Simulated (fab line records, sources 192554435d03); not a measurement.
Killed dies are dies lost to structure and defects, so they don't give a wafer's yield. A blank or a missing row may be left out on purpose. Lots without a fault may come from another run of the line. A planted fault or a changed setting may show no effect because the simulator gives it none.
Split-lot experiment | flow n5_finfet | 7 lots, 21 wafers read, on a route of 1938 steps

THE SPLIT
At N5_BEOL_M8_TRENCH_ETCH_37 (etches SiCOH lowk in C4F6/O2, target depth 93.478 nm, time 31.2 s), the setting time_s was moved away from the recipe's 31.2 s on 3 of the 21 wafers read, by -13.1% to +8.9%. The other wafers ran this setting at the recipe's value.

FROM THE SPLIT TO THE READING: what the file shows between them, 2 steps
- N5_BEOL_M8_ETCH_41: etches SiCN in CH3F/O2, target depth 31.9 nm, time 57.8 s
- N5_BEOL_M8_STRIP_80: strips in N2/H2, time 10 s

THE READING
trench_depth_nm, in nm, at N5_BEOL_M8_OCD_MEAS_38. Fault-free wafers of this fab line usually give 93.5 nm, standard deviation 2.2 nm.

wafer  | tool, chamber at the split | time_s as run, s | against the recipe | trench_depth_nm, nm | against lot-mates on the recipe
L074.1 | rie_diel-04, 0             | 31.2             | recipe             | 92.0                | -
L074.3 | rie_diel-04, 2             | 31.2             | recipe             | 95.8                | -
L074.4 | rie_diel-04, 3             | 31.2             | recipe             | 93.2                | -
L079.1 | rie_diel-04, 2             | 27.12            | -13.1%             | 83.8                | -7.1
L079.2 | rie_diel-04, 0             | 27.12            | -13.1%             | 79.1                | -11.8
L079.5 | rie_diel-04, 0             | 31.2             | recipe             | 90.9                | -
L084.3 | rie_diel-03, 3             | 31.2             | recipe             | 94.4                | -
L084.4 | rie_diel-03, 2             | 31.2             | recipe             | 96.6                | -
L084.6 | rie_diel-03, 0             | 31.2             | recipe             | 93.7                | -
L087.2 | rie_diel-03, 0             | 31.2             | recipe             | 95.3                | -
L087.4 | rie_diel-03, 2             | 31.2             | recipe             | 95.7                | -
L087.6 | rie_diel-03, 1             | 31.2             | recipe             | 96.2                | -
L088.2 | rie_diel-01, 2             | 31.2             | recipe             | 91.9                | -
L088.5 | rie_diel-01, 2             | 31.2             | recipe             | 91.4                | -
L088.6 | rie_diel-01, 1             | 33.97            | +8.9%              | 102.3               | +10.6
L089.1 | rie_diel-03, 3             | 31.2             | recipe             | 93.3                | -
L089.2 | rie_diel-03, 1             | 31.2             | recipe             | 95.6                | -
L089.6 | rie_diel-03, 2             | 31.2             | recipe             | 95.8                | -
L091.3 | rie_diel-03, 1             | 31.2             | recipe             | 96.6                | -
L091.4 | rie_diel-03, 0             | 31.2             | recipe             | 94.1                | -
L091.6 | rie_diel-03, 2             | 31.2             | recipe             | 95.6                | -

THE FIT
A straight line over all 21 wafers: trench_depth_nm changes by +0.967 nm for each +1% of time_s; r = +0.92; the points scatter about the line by 1.9 nm.
The same after taking each lot's own level away (the mean of its wafers on the recipe; 21 wafers): +0.824 nm for each +1%; r = +0.93; scatter 1.5 nm.
On that fit, the largest move of time_s shifts the reading by 11 nm.
The lots' own levels span 90.90 to 95.73 nm, that is 2.2 times the standard deviation above.
So the lot-to-lot level changes the slope: the two fits differ.
Check: with one of the wafers moved furthest among these (-13.1%) left out of the fit, the line predicts -12.9 nm for it against its lot-mates. It came out at -7.1 nm against them.

THE WHOLE CHAIN: every reading that the file lists as answering this split, in the file's order
step                      | what it does                                                      | reading                                                                   | change (the file's fit)               | r (the file's)
N5_BEOL_M8_TRENCH_ETCH_37 | etches SiCOH lowk in C4F6/O2, target depth 93.478 nm, time 31.2 s | etch.depth_nm (the simulator's own value, which no gauge read)            | +0.857 nm for each +1% of the setting | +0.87
N5_BEOL_M8_TRENCH_ETCH_37 | etches SiCOH lowk in C4F6/O2, target depth 93.478 nm, time 31.2 s | BEOL_M8.feature_depth_nm (the simulator's own value, which no gauge read) | +0.865 nm for each +1% of the setting | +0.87
N5_BEOL_M8_OCD_MEAS_38    |                                                                   | trench_depth_nm                                                           | +0.87 nm for each +1% of the setting  | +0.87

THE FILE'S OWN FIT
trench_depth_nm changes by +0.87 nm for each +1% of time_s, r = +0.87.
